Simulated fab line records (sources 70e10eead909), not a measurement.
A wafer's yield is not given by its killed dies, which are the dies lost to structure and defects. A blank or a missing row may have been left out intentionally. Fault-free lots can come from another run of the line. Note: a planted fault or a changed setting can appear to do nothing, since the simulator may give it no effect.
What tool caused it?	flow nandHarc	Sampling: 13 lots, 39 wafers, 6 of 1159 route steps

== WHAT EACH GAUGE READ, for each wafer ==
NHARC_P_START_INSPECT_01.
lot	measured	on	rawDefectCount
L804	day 1 12:02	defectInspect-01	4 5 2
L805	day 1 18:02	defectInspect-01	3 0 3
L806	day 2 00:02	defectInspect-01	3 1 3
L807	day 2 06:02	defectInspect-02	3 4 3
L809	day 2 18:02	defectInspect-02	4 3 4
L816	day 4 12:02	defectInspect-02	3 4 1
L818	day 5 00:02	defectInspect-01	2 1 4
L820	day 5 12:02	defectInspect-02	5 3 5
L821	day 5 18:02	defectInspect-01	2 5 3
L822	day 6 00:02	defectInspect-02	2 3 6
L824	day 6 12:02	defectInspect-02	5 4 5
L825	day 6 18:02	defectInspect-02	0 1 3
L826	day 7 00:02	defectInspect-01	0 4 1

NHARC_P_ZERO_WELL_CD_MEAS_37: target cd 720 nm.
lot	measured	on	cdNm (nm)
L804	day 1 16:10	cdSem-01	727.1 722.6 722.6
L805	day 1 21:58	cdSem-03	720.4 720.8 719.7
L806	day 2 04:16	cdSem-01	- - -
L807	day 2 10:07	cdSem-01	718.0 720.4 717.4
L809	day 2 22:06	cdSem-01	720.4 720.8 719.8
L816	day 4 16:17	cdSem-01	723.0 717.3 724.3
L818	day 5 04:14	cdSem-02	718.3 718.6 718.5
L820	day 5 15:59	cdSem-01	718.6 717.3 719.5
L821	day 5 22:09	cdSem-02	718.2 724.3 719.8
L822	day 6 03:54	cdSem-03	718.7 725.2 722.1
L824	day 6 16:07	cdSem-02	722.4 723.1 721.2
L825	day 6 22:16	cdSem-03	723.7 723.2 719.3
L826	day 7 04:20	cdSem-03	724.4 719.6 721.6

NHARC_P_ZERO_WELL_CD_MEAS_52: target cd 2000 nm.
lot	measured	on	cdNm (nm)
L804	day 1 17:50	cdSem-02	1998.4 1996.4 1997.3
L805	day 1 23:37	cdSem-02	1999.1 2000.7 2002.0
L806	day 2 05:54	cdSem-02	2001.2 2003.0 2002.0
L807	day 2 11:46	cdSem-02	2001.6 2003.2 2001.2
L809	day 2 23:44	cdSem-01	2000.7 2001.6 1999.6
L816	day 4 17:56	cdSem-02	1997.5 1999.1 1999.0
L818	day 5 05:46	cdSem-03	2001.9 2000.5 2001.1
L820	day 5 17:37	cdSem-01	1999.1 2001.8 2001.8
L821	day 5 23:47	cdSem-01	1998.3 1999.3 2001.7
L822	day 6 05:32	cdSem-02	1999.3 1997.8 1999.5
L824	day 6 17:44	cdSem-02	2003.0 2003.8 2001.0
L825	day 6 23:55	cdSem-03	2000.7 1998.5 2000.0
L826	day 7 05:52	cdSem-02	1999.2 1999.7 2003.5

NHARC_P_ZERO_WELL_INSPECT_43.
lot	measured	on	rawDefectCount
L804	day 1 19:41	defectInspect-02	10 15 6
L805	day 2 01:28	defectInspect-02	14 4 23
L806	day 2 07:44	defectInspect-02	11 9 8
L807	day 2 13:36	defectInspect-01	16 10 21
L809	day 3 01:32	defectInspect-02	19 17 12
L816	day 4 19:46	defectInspect-02	16 12 9
L818	day 5 07:37	defectInspect-01	1 17 15
L820	day 5 19:25	defectInspect-02	7 22 11
L821	day 6 02:14	defectInspect-02	6 10 9
L822	day 6 07:22	defectInspect-01	11 12 9
L824	day 6 19:34	defectInspect-02	15 32 13
L825	day 7 01:44	defectInspect-01	9 11 21
L826	day 7 07:44	defectInspect-01	8 12 16

NHARC_END_SORT_01.
lot	measured	on	killedAtArray	killedAtOther	killedAtPeriphery	killedDies	killedOpen	killedShort
L806	day 20 03:12	prober-01	22 19 21	0 0 1	655 658 655	677 677 677	3 0 1	3 1 1

== EACH LOT AND THE TOOL THAT RAN IT (in order: tool; ch and the chambers of the sampled wafers; start) ==
lot	NHARC_P_ZERO_WELL_EXPOSE_34
L804	krfScanner-03 ch 0, day 1 16:00
L805	krfScanner-03 ch 0, day 1 21:49
L806	krfScanner-04 ch 0, day 2 04:07
L807	krfScanner-04 ch 0, day 2 09:58
L809	krfScanner-04 ch 0, day 2 21:56
L816	krfScanner-03 ch 0, day 4 16:08
L818	krfScanner-04 ch 0, day 5 04:05
L820	krfScanner-03 ch 0, day 5 15:49
L821	krfScanner-03 ch 0, day 5 22:00
L822	krfScanner-03 ch 0, day 6 03:45
L824	krfScanner-03 ch 0, day 6 15:57
L825	krfScanner-04 ch 0, day 6 22:07
L826	krfScanner-03 ch 0, day 7 04:11
- NHARC_P_ZERO_WELL_EXPOSE_34: exposes mask P PWELL, target cd 720 nm.

== WHAT THE TOOLS THEMSELVES READ (means of the sampled wafers that have a number; where no wafer has one, the mark that the record gives instead) ==
NHARC_P_ZERO_WELL_EXPOSE_34.
lot	tool	exposureDoseMJCm2	focusOffsetNm (nm)
L804	krfScanner-03	22.300	0.4
L805	krfScanner-03	22.333	0.3
L806	krfScanner-04	22.290	-0.8
L807	krfScanner-04	22.290	0.0
L809	krfScanner-04	22.291	-0.2
L816	krfScanner-03	22.282	0.8
L818	krfScanner-04	22.325	-0.1
L820	krfScanner-03	22.284	-0.9
L821	krfScanner-03	22.301	1.0
L822	krfScanner-03	22.311	-0.0
L824	krfScanner-03	22.288	0.4
L825	krfScanner-04	22.300	0.1
L826	krfScanner-03	22.278	0.2

== THE ANSWER, worked out from the rows above alone ==
Rule: usual is defined by the lots themselves. The widest of any qualifying gaps counts: lots, ordered by their means at a reading, are off when they make up no more than a third of the lots, leave a main group of 4 or more, and stand apart from it by 3 or more times the standard deviation of that group's means. Not used: any main group whose means are identical at the precision the tables above print for the reading. A lot without any number at a reading at which 4 lots or more have one is off too. Where the step has rows for the other lots, those lots are counted as sound. After the gauges, taken in route order, come the tools' own readings; for these a lot's mean is taken, as printed above. The first step at which some lot is off is used, and at that step the reading that is off furthest; a lot without a number counts as furthest.
Off, at NHARC_P_ZERO_WELL_CD_MEAS_37 on cdNm: L806. Without a number there: L806. The main group has a mean of 720.9 nm with a standard deviation of 1.7.
A tool fits if, at a process step before that reading, it ran every lot that is off, and no sound lot after the first of them. Those tools and the gauges at NHARC_P_ZERO_WELL_CD_MEAS_37 are tried in the same way. Not one of the candidates tried fits.

== WHAT WAS PUT IN BY THE SIMULATOR ==
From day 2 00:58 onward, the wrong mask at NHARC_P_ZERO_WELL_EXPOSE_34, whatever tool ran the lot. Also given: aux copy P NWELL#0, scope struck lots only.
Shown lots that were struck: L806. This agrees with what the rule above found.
